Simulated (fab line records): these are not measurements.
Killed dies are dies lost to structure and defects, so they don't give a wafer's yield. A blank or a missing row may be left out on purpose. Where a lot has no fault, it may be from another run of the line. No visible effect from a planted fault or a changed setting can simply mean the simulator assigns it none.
Matching of chambers -- flow nand_harc -- rie_diel-04 running NHARC_A_CHANNEL_HOLE_D2_DESCUM_15: 4 sister chambers
The step chemistry O2, time 3 s. 16 wafers are shown with their chamber, then 8 later ones without.

WAFERS, EACH WITH ITS CHAMBER
wafer,chamber,showerhead_plenum_p_Torr (Torr),oes_product_au (a.u.),o2_flow_sccm (sccm)
L078.2,0,1.87,1.027,200.8
L078.4,3,1.90,1.014,200.1
L078.5,0,1.87,1.015,200.1
L080.3,2,1.97,0.996,200.6
L080.4,1,1.88,1.026,200.9
L080.6,0,1.87,1.022,198.6
L083.1,0,1.87,0.997,199.2
L083.2,3,1.90,0.982,199.7
L083.6,2,1.97,0.997,200.5
L085.1,3,1.90,0.983,199.9
L085.4,3,1.90,0.984,199.2
L085.5,1,1.88,1.016,200.5
L089.1,0,1.87,1.004,199.0
L089.2,3,1.90,0.992,199.4
L089.3,2,1.97,0.990,200.0
L091.1,0,1.86,0.986,199.7

SIGNATURES (averages over the wafers above)
reading,chamber 0,chamber 1,chamber 2,chamber 3,scatter within a chamber
showerhead_plenum_p_Torr,1.8683,1.8800,1.9700,1.9000,0.00264
oes_product_au,1.00850,1.02100,0.99433,0.99100,0.013
o2_flow_sccm,199.567,200.700,200.367,199.660,0.58
Rule: distance of a wafer from a chamber = root of the sum over the readings of ((wafer's reading minus chamber's mean) / reading's scatter) squared. If the next closest chamber is less than 2 further off than the closest, the wafer can't be placed; otherwise it belongs to the closest. The scatter: take each reading less its chamber's mean, square it, sum over the shown wafers, divide by the number of wafers less the number of chambers, and take the root.

WAFERS WITHOUT THEIR CHAMBER
wafer,showerhead_plenum_p_Torr (Torr),oes_product_au (a.u.),o2_flow_sccm (sccm)
L091.3,1.88,1.015,199.6
L091.5,1.86,0.983,200.2
L094.1,1.97,1.008,200.5
L094.4,1.97,1.008,201.1
L094.5,1.90,1.000,200.3
L096.1,1.97,0.994,199.9
L096.2,1.88,1.013,199.7
L096.3,1.86,0.996,200.6

WHICH CHAMBER EACH WENT THROUGH
wafer,from the rows above,in truth
L091.3,1,1
L091.5,0,0
L094.1,2,2
L094.4,2,2
L094.5,3,3
L096.1,2,2
L096.2,1,1
L096.3,0,0
8 of 8 placed correctly. From these rows, 0 cannot be placed. Number placed wrongly: 0.
